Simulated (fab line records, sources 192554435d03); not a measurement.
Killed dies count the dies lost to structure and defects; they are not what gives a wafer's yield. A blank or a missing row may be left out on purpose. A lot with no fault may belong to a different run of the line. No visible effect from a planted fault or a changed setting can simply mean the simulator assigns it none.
Chamber matching :: flow n5 finfet :: rie diel-01 running N5_SDB_ETCH_17: 4 sister chambers
The step etches SiARC in CF4, target depth 23.4 nm, time 39 s. 4 wafers are shown with their chamber, then 8 later ones without.

WAFERS WITH THEIR CHAMBER
wafer: L088.5
chamber: 1
showerhead plenum p Torr (Torr): 2.20

wafer: L090.4
chamber: 2
showerhead plenum p Torr (Torr): 2.03

wafer: L090.5
chamber: 0
showerhead plenum p Torr (Torr): 2.11

wafer: L092.4
chamber: 3
showerhead plenum p Torr (Torr): 2.18

WAFERS MISSING THEIR CHAMBER
wafer: L092.5
showerhead plenum p Torr (Torr): 2.03

wafer: L092.6
showerhead plenum p Torr (Torr): 2.11

wafer: L094.1
showerhead plenum p Torr (Torr): 2.20

wafer: L094.2
showerhead plenum p Torr (Torr): 2.03

wafer: L094.3
showerhead plenum p Torr (Torr): 2.11

wafer: L097.1
showerhead plenum p Torr (Torr): 2.19

wafer: L097.3
showerhead plenum p Torr (Torr): 2.03

wafer: L097.5
showerhead plenum p Torr (Torr): 2.19

THE CHAMBER EACH PASSED THROUGH
wafer: L092.5
from the rows above: 2
in truth: 2

wafer: L092.6
from the rows above: 0
in truth: 0

wafer: L094.1
from the rows above: 1
in truth: 1

wafer: L094.2
from the rows above: 2
in truth: 2

wafer: L094.3
from the rows above: 0
in truth: 0

wafer: L097.1
from the rows above: can't be placed: 3 or 1
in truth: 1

wafer: L097.3
from the rows above: 2
in truth: 2

wafer: L097.5
from the rows above: can't be placed: 3 or 1
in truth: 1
Placed correctly: 6 of 8. These rows do not allow placing 2 (true chamber among the candidates in 2). 0 placed wrongly.
How it was worked out, from the rows above alone: a wafer's distance from a chamber is the root of the sum, over the readings, of the square of ((its reading less the chamber's mean) divided by the reading's scatter). The wafer belongs to the nearest chamber; if the next one is less than 2 further off, it can't be placed. Each chamber's mean is taken over the wafers shown for it. The scatter: with one shown wafer a chamber, the root of the mean of the squares of how far each hidden wafer lies from its nearest shown one.
